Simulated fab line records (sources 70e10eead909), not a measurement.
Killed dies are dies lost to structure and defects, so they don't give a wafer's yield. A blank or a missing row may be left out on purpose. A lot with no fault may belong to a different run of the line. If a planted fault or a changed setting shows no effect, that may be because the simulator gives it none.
fab line records	flow nand-harc
[record] lots = 24	wafers = 72	last-day = 34
route steps=1302 shown A_SLIT@924 A_WL_FILL@966 A_CONTACT@1000
lots that met no fault: from a run of the same line without faults
start-h: the number of hours between the record's first day and the start of the first shown wafer of the lot	wait-h: time in hours since the lot's previous step	" identical to the entry in the row above	L1.1+2: a single row standing in for several wafers	- no value present, or no start provided	* or withheld: withheld	< > ~ a bound
route shown NAME@n: NAME is a module with steps in the file, n the number in the route of the first one	usual: average and standard deviation across the fault-free wafers	same: alike in all rows	chamber/n: place in a boat	sites: per-site readings	_std_site: standard deviation across them	_edge_site: outer sites' mean less inner sites'	radius-mm: how far each site lies from the wafer's centre	mask NAME#n: copy n	behind: the last tool/chamber to shape the wafer	hold: why the lot was held/for how many hours/how that ended	device: the transistor (n, p or np) that didn't switch	end of line: the same wafers' tests at the end of the route	step lacking rows: just its recipe	killed: at the first sort, the dies lost to defects and structure; wafer yield is something else	map: the dies of a wafer, with x for killed, . for not killed, _ for no die there
set.NAME: the run value of the setting; set.NAME@STEP: its run value at that earlier step	model.NAME: the simulator's own value behind a step, which no gauge read
steps of the route over a sample of lots; a table a step, a row a wafer
services: when a tool's chamber went out of use (start-h, in hours from the record's first day, below 0 if earlier), for how many hours, and the reason
[[steps]]
[step NHARC_A_SLIT_DEP_23]
[recipe] target-thk-a = 1000	target-thk-nm = 100	temp-c = 400	pressure-torr = 3.5	flow-sccm = 200	rf-w = 350	material = SiON
[usual] heater-power-w = 778/91
lot.wafer	tool	chamber	start-h	wait-h	heater-power-w
L074.3	pecvd-03	0	445.08	1.9	678
L074.5	"	1	"	"	761
L074.6	"	0	"	"	686
L075.2	pecvd-04	2	464.33	2.5	892
L075.5	"	1	"	"	880
L075.4	"	2	"	"	892
L076.3	pecvd-01	0	464.52	1.9	822
L076.1	"	1	"	"	696
L076.4	"	1	"	"	698
L077.1	pecvd-01	2	478.49	3.2	585
L077.4	"	2	"	"	589
L077.5	"	0	"	"	910
L080.2	pecvd-03	0	495.10	2.6	748
L080.3	"	1	"	"	781
L080.4	"	0	"	"	732
L079.3	pecvd-04	1	495.57	1.9	785
L079.1	"	2	"	"	893
L079.4	"	2	"	"	884
L078.3	pecvd-04	0	498.84	1.9	838
L078.2	"	1	"	"	766
L078.4	"	1	"	"	789
L082.1	pecvd-03	1	529.97	3.2	691
L082.4	"	2	"	"	694
L082.6	"	0	"	"	632
L081.3	pecvd-04	1	530.09	1.9	844
L081.5	"	2	"	"	927
L081.6	"	1	"	"	850
L083.3	pecvd-04	2	552.49	2.0	945
L083.4	"	1	"	"	871
L083.6	"	2	"	"	916
L084.2	pecvd-01	2	552.78	2.5	683
L084.1	"	0	"	"	930
L084.6	"	2	"	"	699
L087.1	pecvd-03	2	566.18	3.2	763
L087.5	"	0	"	"	737
L087.6	"	2	"	"	780
L085.1	pecvd-04	2	567.88	3.3	834
L085.4	"	0	"	"	772
L085.5	"	2	"	"	845
L086.1	pecvd-01	2	575.92	3.1	698
L086.3	"	0	"	"	907
L086.4	"	0	"	"	888
L088.1	pecvd-04	2	586.38	3.1	863
L088.5	"	2	"	"	875
L088.6	"	0	"	"	703
L089.1	pecvd-03	1	587.61	3.2	698
L089.3	"	2	"	"	657
L089.6	"	0	"	"	775
L090.2	pecvd-01	2	612.47	2.6	605
L090.5	"	1	"	"	661
L090.6	"	2	"	"	618
L091.2	pecvd-04	0	625.61	2.5	739
L091.3	"	0	"	"	752
L091.5	"	0	"	"	754
L092.2	pecvd-04	2	625.95	2.6	850
L092.3	"	0	"	"	834
L092.5	"	2	"	"	882
L093.2	pecvd-01	1	643.23	2.6	717
L093.4	"	0	"	"	812
L093.5	"	1	"	"	760
L094.2	pecvd-01	1	647.91	2.5	623
L094.3	"	0	"	"	864
L094.5	"	1	"	"	631
L096.1	pecvd-03	2	657.90	3.2	728
L096.3	"	0	"	"	673
L096.4	"	2	"	"	737
L095.3	pecvd-01	0	659.10	2.0	921
L095.6	"	2	"	"	686
L095.4	"	0	"	"	937
L097.1	pecvd-04	2	703.65	3.2	895
L097.4	"	1	"	"	932
L097.5	"	0	"	"	716
[step NHARC_A_WL_FILL_ETCHBACK_16]
[recipe] target-depth-a = 1200	time-s = 24	c4f8-flow-sccm = withheld	o2-flow-sccm = 8	ar-flow-sccm = withheld	rf-w = 600	bias-w = 800	chemistry = C4F8/O2/Ar
[usual] oes-product-au = 0.978/0.028	rf-vpp-V = 724/4.4
[same] time-s = 24
lot.wafer	tool	chamber	start-h	wait-h	oes-product-au	rf-hours-counter-h	rf-vpp-V
L074.3	rie-diel-06	2	-	-	0.980	8.8	722
L074.6	"	1	"	"	0.970	-	727
L074.5	"	2	"	"	0.999	-	719
L076.4	rie-diel-04	3	-	-	0.986	2.6	723
L076.3	"	0	"	"	0.971	2.8	723
L076.1	"	1	"	"	0.977	3.0	729
L075.4	rie-diel-04	0	-	-	0.987	2.8	724
L075.2	"	1	"	"	0.991	3.1	729
L075.5	"	1	"	"	0.992	-	729
L077.1	rie-diel-13	2	-	-	0.998	3.6	727
L077.4	"	0	"	"	1.009	6.8	717
L077.5	"	3	"	"	0.975	-	717
L080.4	rie-diel-04	1	-	-	0.926	3.7	730
L080.2	"	3	"	"	0.914	3.2	724
L080.3	"	0	"	"	0.912	3.4	724
L079.3	rie-diel-06	1	-	-	0.983	1.4	728
L079.1	"	2	"	"	0.979	0.7	720
L079.4	"	0	"	"	1.001	1.3	723
L078.4	rie-diel-06	0	-	-	1.006	1.3	724
L078.3	"	2	"	"	0.983	0.7	721
L078.2	"	3	"	"	0.992	1.1	727
L082.1	rie-diel-13	0	-	-	1.001	1.2	716
L082.4	"	3	"	"	1.003	-	717
L082.6	"	1	"	"	1.001	-	715
L081.3	rie-diel-04	2	-	-	0.996	0.2	726
L081.6	"	0	"	"	0.991	-	723
L081.5	"	1	"	"	1.001	-	729
L083.4	rie-diel-06	1	-	-	0.988	3.7	727
L083.3	"	0	"	"	1.002	4.0	724
L083.6	"	2	"	"	0.991	-	720
L084.1	rie-diel-13	1	-	-	0.992	2.1	716
L084.2	"	2	"	"	1.005	0.8	730
L084.6	"	1	"	"	1.002	-	717
L085.1	rie-diel-06	0	-	-	0.998	4.8	725
L085.4	"	2	"	"	0.962	4.2	720
L085.5	"	0	"	"	0.997	-	724
L087.1	rie-diel-04	0	-	-	0.976	1.2	723
L087.5	"	2	"	"	0.972	-	726
L087.6	"	3	"	"	0.986	-	723
L086.3	rie-diel-06	0	-	-	1.002	4.9	722
L086.1	"	2	"	"	0.985	4.2	720
L086.4	"	2	"	"	0.975	-	720
L089.3	rie-diel-04	1	-	-	1.011	1.7	731
L089.1	"	0	"	"	0.991	1.5	723
L089.6	"	2	"	"	0.993	-	725
L088.1	rie-diel-06	2	-	-	0.992	4.5	720
L088.6	"	2	"	"	0.999	-	721
L088.5	"	3	"	"	0.988	-	727
L090.2	rie-diel-13	1	-	-	1.003	3.9	717
L090.5	"	0	"	"	0.970	-	718
L090.6	"	1	"	"	1.004	-	717
L092.3	rie-diel-13	2	-	-	0.929	3.2	730
L092.2	"	0	"	"	0.914	4.7	717
L092.5	"	3	"	"	0.925	-	718
L091.3	rie-diel-04	3	-	-	0.992	2.4	723
L091.2	"	2	"	"	0.913	2.3	728
L091.5	"	3	"	"	0.986	-	722
L093.4	rie-diel-04	2	-	-	0.977	2.9	725
L093.2	"	0	"	"	0.972	2.6	726
L093.5	"	3	"	"	0.987	-	723
L094.2	rie-diel-06	2	-	-	0.989	0.1	720
L094.3	"	0	"	"	1.017	0.0	723
L094.5	"	2	"	"	0.989	-	722
L095.4	rie-diel-13	2	-	-	0.937	4.5	729
L095.3	"	3	"	"	0.926	5.8	718
L095.6	"	1	"	"	0.941	-	717
L096.4	rie-diel-04	1	-	-	0.944	3.6	728
L096.3	"	2	"	"	0.913	3.8	725
L096.1	"	0	"	"	0.909	3.3	724
L097.4	rie-diel-06	0	-	-	1.009	3.3	725
L097.1	"	1	"	"	0.970	2.9	727
L097.5	"	1	"	"	0.977	-	725
[step NHARC_A_CONTACT_DESCUM_47]
[recipe] time-s = 3	o2-flow-sccm = 200	ar-flow-sccm = 0	bias-power-w = 0	chemistry = O2
[usual] drypump-motor-current-A = 5.6/0.34	o2-flow-sccm = 200.0/0.63	oes-product-au = 1.001/0.014	rf-vpp-V = 57.6/0.85	showerhead-plenum-p-Torr = 1.87/0.089	throttle-valve-pct = 11.311/0.0084
[same] time-s = 3
lot.wafer	tool	chamber	start-h	wait-h	drypump-motor-current-A	o2-flow-sccm	oes-product-au	rf-hours-counter-h	rf-vpp-V	showerhead-plenum-p-Torr	throttle-valve-pct
L074.3	rie-diel-03	0	483.52	0.1	5.8	200.5	0.996	5	57.1	1.79	11.302
L074.6	"	0	"	"	5.8	200.5	1.005	-	57.2	1.79	11.316
L074.5	"	1	"	"	5.1	199.1	0.992	-	57.5	1.85	11.307
L076.1	rie-diel-12	1	504.07	0.1	5.6	199.6	0.983	23	56.4	1.83	11.320
L076.4	"	3	"	"	6.1	200.8	0.983	15	58.0	1.95	11.318
L076.3	"	0	"	"	5.8	199.6	0.992	21	58.1	1.86	11.314
L075.4	rie-diel-03	2	504.95	0.1	5.8	201.3	1.006	6	57.5	1.82	11.304
L075.2	"	3	"	"	5.2	200.1	0.994	5	58.4	2.03	11.309
L075.5	"	1	"	"	5.1	199.3	1.016	-	56.7	1.85	11.315
L077.4	rie-diel-03	3	521.12	0.1	5.2	200.1	0.982	8	59.8	2.03	11.323
L077.1	"	0	"	"	5.9	200.1	1.026	10	58.2	1.79	11.319
L077.5	"	0	"	"	5.8	200.2	1.012	-	56.5	1.79	11.313
L079.1	rie-diel-03	2	534.98	0.1	5.8	200.3	0.994	13	58.0	1.82	11.322
L079.4	"	0	"	"	5.8	199.7	1.009	12	59.5	1.79	11.292
L079.3	"	1	"	"	5.1	199.4	1.014	13	57.6	1.85	11.311
L080.3	rie-diel-03	2	535.13	0.1	5.8	200.0	0.994	13	57.7	1.82	11.308
L080.2	"	3	"	"	5.2	199.3	0.998	10	57.6	2.03	11.308
L080.4	"	1	"	"	5.1	200.2	1.014	13	57.0	1.85	11.326
L078.2	rie-diel-12	1	538.57	0.1	5.6	199.4	0.995	35	57.5	1.83	11.312
L078.4	"	2	"	"	5.8	200.5	1.019	28	58.8	1.95	11.314
L078.3	"	3	"	"	6.1	200.4	0.994	28	57.6	1.95	11.303
L081.3	rie-diel-03	1	571.22	0.1	5.1	200.6	1.001	19	58.0	1.85	11.317
L081.6	"	1	"	"	5.1	199.9	0.999	-	58.1	1.85	11.323
L081.5	"	2	"	"	5.8	199.7	0.992	-	59.0	1.82	11.300
L082.4	rie-diel-08	3	572.01	0.1	6.4	200.4	1.000	5	59.1	1.98	11.309
L082.1	"	1	"	"	5.4	198.9	1.022	8	56.7	1.83	11.318
L082.6	"	0	"	"	5.8	199.3	1.011	-	58.0	2.07	11.306
L083.4	rie-diel-03	3	592.78	0.1	5.2	198.8	1.001	20	57.5	2.03	11.325
L083.3	"	1	"	"	5.1	199.7	1.013	22	57.7	1.85	11.302
L083.6	"	2	"	"	5.7	201.1	0.999	-	56.9	1.82	11.320
L084.1	rie-diel-03	3	598.65	0.1	5.3	199.4	1.002	22	59.2	2.02	11.322
L084.2	"	1	"	"	5.1	199.9	1.002	23	57.4	1.84	11.321
L084.6	"	2	"	"	5.8	200.5	1.002	-	57.8	1.82	11.316
L085.4	rie-diel-03	0	608.16	0.1	5.8	200.6	1.002	28	56.7	1.78	11.308
L085.1	"	2	"	"	5.8	201.7	0.996	23	57.1	1.82	11.313
L085.5	"	1	"	"	5.1	200.0	1.001	-	58.4	1.84	11.310
L087.1	rie-diel-08	0	608.33	0.1	5.8	201.1	1.014	17	59.6	2.07	11.303
L087.5	"	3	"	"	6.3	199.9	0.995	-	57.8	1.97	11.327
L087.6	"	0	"	"	5.8	200.3	1.013	-	57.7	2.07	11.309
L086.3	rie-diel-03	3	615.28	0.1	5.2	200.5	0.998	26	58.5	2.02	11.323
L086.4	"	0	"	"	5.8	201.1	1.019	29	56.7	1.78	11.311
L086.1	"	2	"	"	5.8	200.1	1.001	25	58.1	1.81	11.307
L089.1	rie-diel-03	1	630.60	0.1	5.1	199.5	0.996	29	58.1	1.84	11.322
L089.3	"	2	"	"	5.8	200.8	0.991	27	58.5	1.81	11.302
L089.6	"	0	"	"	5.8	200.3	1.010	-	56.2	1.78	11.318
L088.1	rie-diel-03	2	631.10	0.1	5.8	200.7	1.002	27	56.9	1.81	11.311
L088.5	"	0	"	"	5.8	199.3	1.015	-	58.5	1.78	11.319
L088.6	"	1	"	"	5.1	200.4	1.008	-	56.3	1.84	11.304
L090.2	rie-diel-12	0	650.65	0.1	5.8	199.8	1.005	10	57.6	1.84	11.320
L090.6	"	1	"	"	5.6	199.1	0.983	-	56.2	1.82	11.316
L090.5	"	3	"	"	6.1	199.5	1.012	-	58.7	1.94	11.311
L091.3	rie-diel-12	0	665.91	0.1	5.8	199.8	1.007	16	57.1	1.84	11.315
L091.2	"	1	"	"	5.6	200.0	1.000	15	57.5	1.82	11.316
L091.5	"	3	"	"	6.0	200.0	1.015	-	57.9	1.94	11.316
L092.2	rie-diel-03	2	666.34	0.1	5.8	198.9	0.981	3	56.7	1.81	11.295
L092.3	"	1	"	"	5.1	199.2	1.006	3	58.1	1.84	11.318
L092.5	"	0	"	"	5.8	200.8	1.013	-	58.2	1.78	11.314
L093.2	rie-diel-03	1	683.26	0.1	5.1	199.4	1.016	5	57.1	1.84	11.309
L093.4	"	0	"	"	5.8	200.7	1.007	-	56.8	1.78	11.309
L093.5	"	2	"	"	5.8	199.9	0.979	-	56.1	1.81	11.313
L094.3	rie-diel-03	1	687.33	0.1	5.1	201.0	1.014	6	56.1	1.84	11.313
L094.2	"	2	"	"	5.7	199.9	0.963	7	57.2	1.81	11.313
L094.5	"	1	"	"	5.1	200.9	1.021	-	57.7	1.84	11.314
L096.3	rie-diel-03	0	701.02	0.1	5.8	201.0	1.008	9	57.3	1.78	11.325
L096.1	"	1	"	"	5.1	200.0	1.017	9	56.6	1.84	11.299
L096.4	"	2	"	"	5.8	200.0	0.979	-	58.6	1.81	11.313
L095.3	rie-diel-08	3	701.19	0.1	6.4	199.9	0.985	48	57.9	1.96	11.311
L095.4	"	2	"	"	5.9	199.5	0.989	47	58.7	1.94	11.315
L095.6	"	0	"	"	5.8	199.9	1.019	-	57.2	2.06	11.304
L097.1	rie-diel-03	1	741.70	0.1	5.1	199.8	1.023	15	56.7	1.84	11.307
L097.5	"	1	"	"	5.1	200.1	1.027	-	57.0	1.84	11.311
L097.4	"	0	"	"	5.8	200.4	1.008	-	57.8	1.78	11.317
[step NHARC_A_CONTACT_ETCH_118]
[recipe] source-w = withheld	pressure-mtorr = 20	bias-v = 3000	time-s = 190	target-depth-a = 18500	ar-flow-sccm = withheld	c4f8-flow-sccm = withheld	o2-flow-sccm = withheld	chemistry = C4F8/O2/Ar
[same] time-s = 190
lot.wafer	tool	chamber	start-h	wait-h	rf-hours-counter-h
L074.3	har-cap-etch-03	0	486.99	0.1	-
L074.5	"	0	"	"	-
L074.6	"	1	"	"	-
L076.1	har-cap-etch-03	0	507.19	0.1	43
L076.4	"	0	"	"	-
L076.3	"	1	"	"	-
L075.2	har-cap-etch-02	1	508.00	0.1	89
L075.4	"	1	"	"	-
L075.5	"	1	"	"	-
L077.1	har-cap-etch-03	1	524.19	0.1	47
L077.4	"	0	"	"	-
L077.5	"	1	"	"	-
L079.1	har-cap-etch-03	0	538.26	0.1	49
L079.4	"	0	"	"	-
L079.3	"	1	"	"	-
L080.2	har-cap-etch-02	1	539.13	0.1	94
L080.3	"	1	"	"	-
L080.4	"	0	"	"	-
L078.2	har-cap-etch-01	0	541.64	0.1	6
L078.4	"	1	"	"	-
L078.3	"	0	"	"	-
L081.3	har-cap-etch-02	0	574.34	0.1	-
L081.5	"	0	"	"	-
L081.6	"	1	"	"	-
L082.1	har-cap-etch-01	0	575.51	0.2	11
L082.4	"	1	"	"	-
L082.6	"	0	"	"	-
L083.4	har-cap-etch-02	0	595.87	0.1	-
L083.3	"	1	"	"	-
L083.6	"	0	"	"	-
L084.2	har-cap-etch-01	0	601.68	0.1	15
L084.1	"	1	"	"	15
L084.6	"	1	"	"	-
L085.1	har-cap-etch-02	1	611.24	0.1	106
L085.4	"	0	"	"	-
L085.5	"	1	"	"	-
L087.1	har-cap-etch-01	0	611.36	0.1	17
L087.5	"	0	"	"	-
L087.6	"	1	"	"	-
L086.1	har-cap-etch-01	1	618.32	0.1	20
L086.4	"	1	"	"	-
L086.3	"	0	"	"	-
L089.1	har-cap-etch-03	1	634.10	0.2	64
L089.3	"	0	"	"	-
L089.6	"	0	"	"	-
L088.1	har-cap-etch-02	1	634.88	0.1	111
L088.5	"	0	"	"	-
L088.6	"	1	"	"	-
L090.2	har-cap-etch-01	0	654.12	0.1	27
L090.5	"	0	"	"	-
L090.6	"	1	"	"	-
L091.2	har-cap-etch-02	0	669.16	0.2	118
L091.3	"	1	"	"	-
L091.5	"	0	"	"	-
L092.2	har-cap-etch-03	1	669.52	0.1	71
L092.3	"	0	"	"	-
L092.5	"	0	"	"	-
L093.2	har-cap-etch-01	1	687.21	0.2	32
L093.4	"	1	"	"	-
L093.5	"	0	"	"	-
L094.2	har-cap-etch-02	1	690.78	0.1	122
L094.3	"	0	"	"	-
L094.5	"	0	"	"	-
L095.4	har-cap-etch-02	0	704.28	0.1	-
L095.3	"	1	"	"	-
L095.6	"	0	"	"	-
L096.1	har-cap-etch-03	0	704.44	0.1	78
L096.3	"	0	"	"	-
L096.4	"	1	"	"	-
L097.1	har-cap-etch-02	1	745.60	0.1	129
L097.4	"	0	"	"	-
L097.5	"	0	"	"	-
[step NHARC_A_CONTACT_ETCH_123]
[recipe] source-w = withheld	pressure-mtorr = 20	bias-v = 400	time-s = 490	target-depth-a = 21100	ar-flow-sccm = withheld	c4f8-flow-sccm = 11.5	o2-flow-sccm = 7.2	chemistry = C4F8/O2/Ar
[same] time-s = 490
lot.wafer	tool	chamber	start-h	wait-h	rf-hours-counter-h
L074.3	har-cap-etch-03	0	487.97	0.3	-
L074.5	"	0	"	"	-
L074.6	"	1	"	"	-
L076.1	har-cap-etch-03	0	508.04	0.1	44
L076.4	"	0	"	"	-
L076.3	"	1	"	"	-
L075.2	har-cap-etch-02	1	508.91	0.2	90
L075.4	"	1	"	"	-
L075.5	"	1	"	"	-
L077.1	har-cap-etch-03	1	525.05	0.1	48
L077.4	"	0	"	"	-
L077.5	"	1	"	"	-
L079.1	har-cap-etch-03	0	539.12	0.1	50
L079.4	"	0	"	"	-
L079.3	"	1	"	"	-
L080.2	har-cap-etch-02	1	539.97	0.1	95
L080.3	"	1	"	"	-
L080.4	"	0	"	"	-
L078.2	har-cap-etch-01	0	542.55	0.2	7
L078.4	"	1	"	"	-
L078.3	"	0	"	"	-
L081.3	har-cap-etch-02	0	575.31	0.3	-
L081.5	"	0	"	"	-
L081.6	"	1	"	"	-
L082.1	har-cap-etch-01	0	576.72	0.3	12
L082.4	"	1	"	"	-
L082.6	"	0	"	"	-
L083.4	har-cap-etch-02	0	596.84	0.3	-
L083.3	"	1	"	"	-
L083.6	"	0	"	"	-
L084.2	har-cap-etch-01	0	602.53	0.1	16
L084.1	"	1	"	"	16
L084.6	"	1	"	"	-
L085.1	har-cap-etch-02	1	612.15	0.2	107
L085.4	"	0	"	"	-
L085.5	"	1	"	"	-
L087.1	har-cap-etch-01	0	612.21	0.1	18
L087.5	"	0	"	"	-
L087.6	"	1	"	"	-
L086.1	har-cap-etch-01	1	619.18	0.1	20
L086.4	"	1	"	"	-
L086.3	"	0	"	"	-
L089.1	har-cap-etch-03	1	635.32	0.3	65
L089.3	"	0	"	"	-
L089.6	"	0	"	"	-
L088.1	har-cap-etch-02	1	635.79	0.2	112
L088.5	"	0	"	"	-
L088.6	"	1	"	"	-
L090.2	har-cap-etch-01	0	654.96	0.1	28
L090.5	"	0	"	"	-
L090.6	"	1	"	"	-
L091.2	har-cap-etch-02	0	670.39	0.3	118
L091.3	"	1	"	"	-
L091.5	"	0	"	"	-
L092.2	har-cap-etch-03	1	670.43	0.2	72
L092.3	"	0	"	"	-
L092.5	"	0	"	"	-
L093.2	har-cap-etch-01	1	688.43	0.3	33
L093.4	"	1	"	"	-
L093.5	"	0	"	"	-
L094.2	har-cap-etch-02	1	691.69	0.2	122
L094.3	"	0	"	"	-
L094.5	"	0	"	"	-
L095.4	har-cap-etch-02	0	705.26	0.3	-
L095.3	"	1	"	"	-
L095.6	"	0	"	"	-
L096.1	har-cap-etch-03	0	705.29	0.1	79
L096.3	"	0	"	"	-
L096.4	"	1	"	"	-
L097.1	har-cap-etch-02	1	746.45	0.1	130
L097.4	"	0	"	"	-
L097.5	"	0	"	"	-
[step NHARC_A_CONTACT_DEP_57]
[recipe] target-thk-a = 53000	temp-c = 400	material = aC
[usual] throttle-valve-pct = 35.000/0.0091
lot.wafer	tool	chamber	start-h	wait-h	throttle-valve-pct
L074.3	acl-dep-03	0	496.15	-	34.999
L074.5	"	0	497.22	-	34.995
L074.6	"	0	"	"	35.003
L076.1	acl-dep-03	0	510.19	-	34.994
L076.3	"	0	511.26	-	35.005
L076.4	"	0	"	"	35.018
L075.2	acl-dep-02	0	512.19	-	35.007
L075.4	"	0	513.26	-	35.009
L075.5	"	0	"	"	35.004
L077.1	acl-dep-03	0	527.66	-	34.987
L077.4	"	0	529.27	-	34.982
L077.5	"	0	"	"	34.995
L079.1	acl-dep-03	0	541.34	-	34.994
L079.3	"	0	542.42	-	35.011
L079.4	"	0	"	"	35.012
L080.2	acl-dep-02	0	542.67	-	35.014
L080.3	"	0	"	"	34.999
L080.4	"	0	"	"	34.997
L078.2	acl-dep-02	0	545.92	-	35.010
L078.3	"	0	"	"	35.005
L078.4	"	0	"	"	34.997
L081.3	acl-dep-01	0	578.35	-	34.985
L081.5	"	0	579.42	-	34.997
L081.6	"	0	"	"	34.992
L082.1	acl-dep-03	0	579.41	-	35.008
L082.4	"	0	581.01	-	34.991
L082.6	"	0	582.08	-	35.000
L083.3	acl-dep-02	0	599.90	-	34.996
L083.4	"	0	"	"	34.991
L083.6	"	0	601.52	-	35.000
L084.1	acl-dep-02	0	605.35	-	35.014
L084.2	"	0	"	"	35.004
L084.6	"	0	608.02	-	35.013
L085.1	acl-dep-01	0	616.19	-	35.009
L085.4	"	0	617.80	-	35.011
L085.5	"	0	"	"	34.998
L087.1	acl-dep-03	0	616.72	-	34.998
L087.5	"	0	618.89	-	35.008
L087.6	"	0	"	"	34.999
L086.1	acl-dep-01	0	628.55	-	34.995
L086.3	"	0	629.64	-	35.007
L086.4	"	0	"	"	34.995
L089.1	acl-dep-01	0	639.76	-	34.992
L089.3	"	0	640.83	-	35.012
L089.6	"	0	642.44	-	34.996
L088.1	acl-dep-02	0	640.04	-	35.008
L088.5	"	0	642.24	-	34.992
L088.6	"	0	"	"	34.987
L090.2	acl-dep-02	0	658.42	-	35.009
L090.5	"	0	660.03	-	35.003
L090.6	"	0	"	"	35.000
L091.2	acl-dep-01	0	675.65	-	34.987
L091.3	"	0	"	"	34.998
L091.5	"	0	677.27	-	34.999
L092.2	acl-dep-02	0	675.76	-	35.005
L092.3	"	0	"	"	34.997
L092.5	"	0	677.37	-	35.000
L093.2	acl-dep-02	0	691.29	-	34.987
L093.4	"	0	692.38	-	35.008
L093.5	"	0	"	"	35.000
L094.2	acl-dep-01	0	694.32	-	35.002
L094.3	"	0	"	"	35.017
L094.5	"	0	695.92	-	35.012
L096.1	acl-dep-01	0	707.43	-	34.995
L096.3	"	0	708.49	-	35.015
L096.4	"	0	"	"	34.999
L095.3	acl-dep-02	0	708.43	-	34.978
L095.4	"	0	"	"	34.994
L095.6	"	0	710.03	-	35.006
L097.1	acl-dep-03	0	753.10	-	34.985
L097.4	"	0	754.70	-	35.004
L097.5	"	0	"	"	35.002
[[services]]
tool	chamber	start-h	hours	kind
acl-dep-02	-	428.13	13.0	pm
rie-diel-06	1	445.99	5.6	repair
rie-diel-03	0	449.01	9.5	repair
pecvd-04	-	450.53	13.0	pm
har-cap-etch-03	-	450.93	1.2	repair
rie-diel-03	3	455.31	4.6	repair
rie-diel-04	-	457.37	0.1	repair
rie-diel-03	-	458.90	9.0	pm
rie-diel-06	3	464.42	3.4	repair
rie-diel-03	3	483.34	3.1	repair
rie-diel-06	-	484.20	9.0	pm
har-cap-etch-01	-	497.00	17.0	pm
rie-diel-06	2	501.97	6.2	repair
rie-diel-03	3	503.18	1.4	repair
pecvd-04	-	515.48	1.3	repair
rie-diel-04	-	531.93	9.0	pm
rie-diel-06	-	573.84	1.3	repair
rie-diel-03	-	600.39	0.8	repair
acl-dep-02	-	609.13	13.0	pm
har-cap-etch-03	-	615.56	0.6	repair
pecvd-04	1	623.38	7.6	repair
pecvd-04	-	631.59	13.0	pm
rie-diel-03	-	635.90	9.0	pm
rie-diel-03	-	666.95	0.5	repair
[[key]]
fault none
